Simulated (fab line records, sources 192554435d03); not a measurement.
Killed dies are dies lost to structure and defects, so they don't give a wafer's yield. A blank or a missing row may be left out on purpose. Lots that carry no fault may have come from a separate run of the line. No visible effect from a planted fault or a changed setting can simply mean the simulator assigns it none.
Comparing a struck lot with a sound one / flow n5 finfet / 14 steps out of a route of 1938
Sound: the wafers L755.1, L755.4, L755.6. Struck: wafer L772.1 (left out: L772.2, a lot-mate that was not struck); the cause follows at the end.
Order at every step that has rows: each side's tool, ch and its chambers, its first start. Under that, the readings that differ: sound wafers / struck wafers / difference of the means / sigmas: that difference in standard deviations of wafers without a fault.
alike: same words and numbers on both sides, and readings whose means sit less than 2 such deviations apart. not compared: any withheld reading, any reading some wafer has no value for, any bound like >300 that may hide the same value, and any number with overlapping values for which the record gives no deviation.
Wherever a step has rows on one side only, a row that says differs or no value, or a row with sigmas, the two part there. Numbers that have no deviation but don't overlap get no sigmas and don't part them. Lack of a reading on every wafer of one side parts them only where that side has two or more wafers.

N5_BEOL_M6_OVL_MEAS_29:
  sound on overlay-02 ch 0, day 9 10:00; struck on overlay-02 ch 0, day 13 11:49
  alike: V5_OVL
N5_BEOL_M6_INSPECT_30: inspects for defects (brightfield).
  sound on defect inspect-01 at day 9 10:04; struck on defect inspect-02 at day 13 11:52
  alike: raw defect count
N5_BEOL_M6_DESCUM_33: chemistry O2, time 7 s.
  sound on rie diel-01 ch 0,3, day 9 10:07; struck on rie diel-02 ch 2, day 13 12:17
  alike: drypump motor current A, oes product au, rf vpp V, showerhead plenum p Torr, throttle valve pct
  not compared: rf hours counter h
N5_BEOL_M6_ETCH_72: etches underlayer in N2/H2, target depth 6.5 nm, time 5.2 s.
  sound on rie diel-01 ch 0,3, day 9 10:09; struck on rie diel-02 ch 2, day 13 12:19
reading=etch rf on time s (s); sound=5.15 5.41 5.38; struck=5.04; difference=-0.27; sigmas=-2
  alike: drypump motor current A, oes product au, rf vpp V, showerhead plenum p Torr, throttle valve pct
  not compared: rf hours counter h
N5_BEOL_M6_ETCH_65: etches SiARC in CF4, target depth 15.6 nm, time 26 s.
  sound on rie diel-01 ch 0,3, day 9 10:10; struck on rie diel-02 ch 2, day 13 12:20
reading=etch rf on time s (s); sound=25.7 27.3 27.4; struck=25.4; difference=-1.4; sigmas=-2
  alike: drypump motor current A, oes product au, rf vpp V, showerhead plenum p Torr, throttle valve pct
  not compared: rf hours counter h
N5_BEOL_M6_ETCH_66: etches SOC in N2/H2, target depth 80 nm, overetch 16 nm, time 120 s.
  sound on rie diel-01 ch 0,3, day 9 10:11; struck on rie diel-02 ch 2, day 13 12:22
  alike: drypump motor current A, oes product au, rf vpp V, showerhead plenum p Torr, throttle valve pct
  not compared: rf hours counter h
then, 6 steps without rows for these wafers: N5_BEOL_M6_STRIP_69 (strips in N2/H2); N5_BEOL_M6_STRIP_73 (strips in N2/H2); N5_BEOL_M6_VIA_ETCH_34 (etches SiCOH lowk in C4F6/O2, target depth 126.3 nm, time 50.9 s); N5_BEOL_M6_STRIP_76 (strips in C4F6/O2); N5_BEOL_M6_STRIP_36 (strips in N2/H2); N5_BEOL_M6_TRENCH_ETCH_37 (etches SiCOH lowk in C4F6/O2, target depth 94.435 nm, time 31.5 s).
N5_BEOL_M6_ETCH_41: etches SiCN in CH3F/O2, target depth 29.7 nm, time 52 s.
  sound on rie diel-01 ch 0,3, day 9 10:25; struck on rie diel-02 ch 2, day 13 12:35
reading=model.etch.depth nm (nm); sound=19.83 18.94 19.03; struck=15.96; difference=-3.31; sigmas=
  alike: drypump motor current A, oes product au, rf vpp V, showerhead plenum p Torr, throttle valve pct
  not compared: rf hours counter h
N5_BEOL_M6_STRIP_80: strips in N2/H2, time 10 s.
  sound: rie diel-01 ch 0,3; struck: rie diel-02 ch 2
reading=throttle valve pct (%); sound=23.2 23.5 23.5; struck=24.1; difference=+0.7; sigmas=+2
  alike: drypump motor current A, oes product au, rf vpp V, showerhead plenum p Torr
  not compared: rf hours counter h

== WHERE THEY PART ==
First at N5_BEOL_M6_ETCH_72; last, within this record, at N5_BEOL_M6_STRIP_80.

WHY: whatever the simulator had introduced
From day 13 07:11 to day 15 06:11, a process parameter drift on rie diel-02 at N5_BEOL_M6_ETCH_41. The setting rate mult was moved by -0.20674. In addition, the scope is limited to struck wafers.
